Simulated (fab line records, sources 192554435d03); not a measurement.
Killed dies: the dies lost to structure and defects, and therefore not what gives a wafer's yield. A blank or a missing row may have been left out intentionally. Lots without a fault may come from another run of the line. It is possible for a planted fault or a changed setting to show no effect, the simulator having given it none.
A lot that was struck, set against a sound lot | flow n5_finfet | 15 steps out of a route of 1938
Sound: wafers L777.2, L777.4, L777.5. Wafers L779.3, L779.4, L779.5 were the ones struck. The cause comes at the end.
Order at every step that has rows: each side's tool, ch and its chambers, its first start. Under that, the readings that differ: sound wafers | struck wafers | difference of the means | sigmas: that difference in standard deviations of wafers without a fault.
alike: readings with means less than 2 such deviations apart, plus words and numbers identical on both sides. not compared: withheld readings, readings lacking a value on some wafer, bounds such as >300 that could conceal the same value, and numbers that have no deviation in the record and whose values overlap.
Wherever a step has rows on one side only, a row that says differs or no value, or a row with sigmas, the two part there. Non-overlapping numbers with no deviation appear without sigmas and do not part them. Lack of a reading on every wafer of one side parts them only where that side has two or more wafers.

N5_SD_EPI_P_CD_MEAS_09 targets a cd of 240 nm.
  sound on cd_sem-02 ch 0, day 4 07:37; struck on cd_sem-01 ch 0, day 4 19:59
  alike: cd_nm
N5_SD_EPI_P_OVL_MEAS_10:
  sound on overlay-02 ch 0, day 4 07:38; struck on overlay-01 ch 0, day 4 20:01
  alike: SD_P_BLK_OVL
N5_SD_EPI_P_INSPECT_11: inspects for defects (macro).
  sound on defect_inspect-02, day 4 07:40; struck on defect_inspect-01, day 4 20:02
  alike: raw_defect_count
N5_SD_EPI_P_DESCUM_14: chemistry O2, time 7.9 s.
  sound on rie_diel-02 ch 0,1, day 4 07:41; struck on rie_diel-02 ch 1,2,3, day 4 20:04
  alike: bias_power_w, drypump_motor_current_A, oes_product_au, rf_vpp_V, showerhead_plenum_p_Torr, throttle_valve_pct
  not compared: rf_hours_counter_h
N5_SD_EPI_P_ETCH_36: etches SiARC in CF4, target depth 45.5 nm, time 75.8 s.
  sound on rie_diel-02 ch 0,1, day 4 07:44; struck on rie_diel-02 ch 1,2,3, day 4 20:06
  alike: bias_w, cf4_flow_sccm, drypump_motor_current_A, etch_rf_on_time_s, oes_product_au, rf_vpp_V, showerhead_plenum_p_Torr, throttle_valve_pct
  not compared: rf_hours_counter_h
then, 3 steps without rows for these wafers: N5_SD_EPI_P_ETCH_37 (etches SOC in N2/H2, overetch 108 nm, time 486 s); N5_SD_EPI_P_STRIP_38 (strips in N2/H2); N5_SD_EPI_P_ETCHBACK_46 (etches SiNx in CH3F/O2, stops on SiO2, target depth 17.5 nm).
N5_SD_EPI_P_ETCH_47: etches SiOCN in CH3F/O2, target depth 25 nm.
  sound on rie_diel-02 ch 0,1, day 4 08:13; struck on rie_diel-02 ch 1,2,3, day 4 20:35
  alike: CH3F_flow_sccm, O2_flow_sccm, drypump_motor_current_A, oes_product_au, rf_vpp_V, showerhead_plenum_p_Torr, throttle_valve_pct
  not compared: rf_hours_counter_h
then, 2 steps without rows for these wafers: N5_SD_EPI_P_ETCH_16 (etches SiO2 in CHF3/O2, target depth 5 nm); N5_SD_EPI_P_STRIP_50 (strips in CHF3/O2).
N5_SD_EPI_P_SD_RECESS_17: chemistry HBr/Cl2/O2, target depth 39.1 nm, bt time 3 s.
  sound on rie_si-04 ch 0,2,3, day 4 08:23; struck on rie_si-03 ch 0,1,2, day 4 20:46
  alike: drypump_motor_current_A, oes_product_au, throttle_valve_pct
  not compared: rf_hours_counter_h
N5_SD_EPI_P_WET_ETCH_45: etches SiO2 in dHF, time 10.7 s, target depth 2 nm, rinse time 30 s.
  sound on wet_bench-05 ch 1,2,7, day 4 08:29; struck on wet_bench-03 ch 4,5,6, day 4 20:51
  no value came back on the struck wafers for rinse_temp_c (C), rinse_time_s (s); on the sound wafers rinse_temp_c (C) reads 22.83 23.02 23.01
N5_SD_EPI_P_STRIP_40: strips in N2/H2.
  sound on plasma_asher-01 ch 0,1, day 4 08:32; struck on plasma_asher-01 ch 0,1, day 4 20:55
  alike: drypump_motor_current_A, heater_power_w, oes_product_au
  not compared: rf_hours_counter_h
N5_PASSIVATION_PROBE_49:
  the record holds rows for the sound wafers here (prober-01, day 13 03:21) but none for the struck ones

## WHERE THEY PART
Earliest at N5_SD_EPI_P_WET_ETCH_45; latest, in this record, at N5_PASSIVATION_PROBE_49.

WHY: whatever the simulator had introduced
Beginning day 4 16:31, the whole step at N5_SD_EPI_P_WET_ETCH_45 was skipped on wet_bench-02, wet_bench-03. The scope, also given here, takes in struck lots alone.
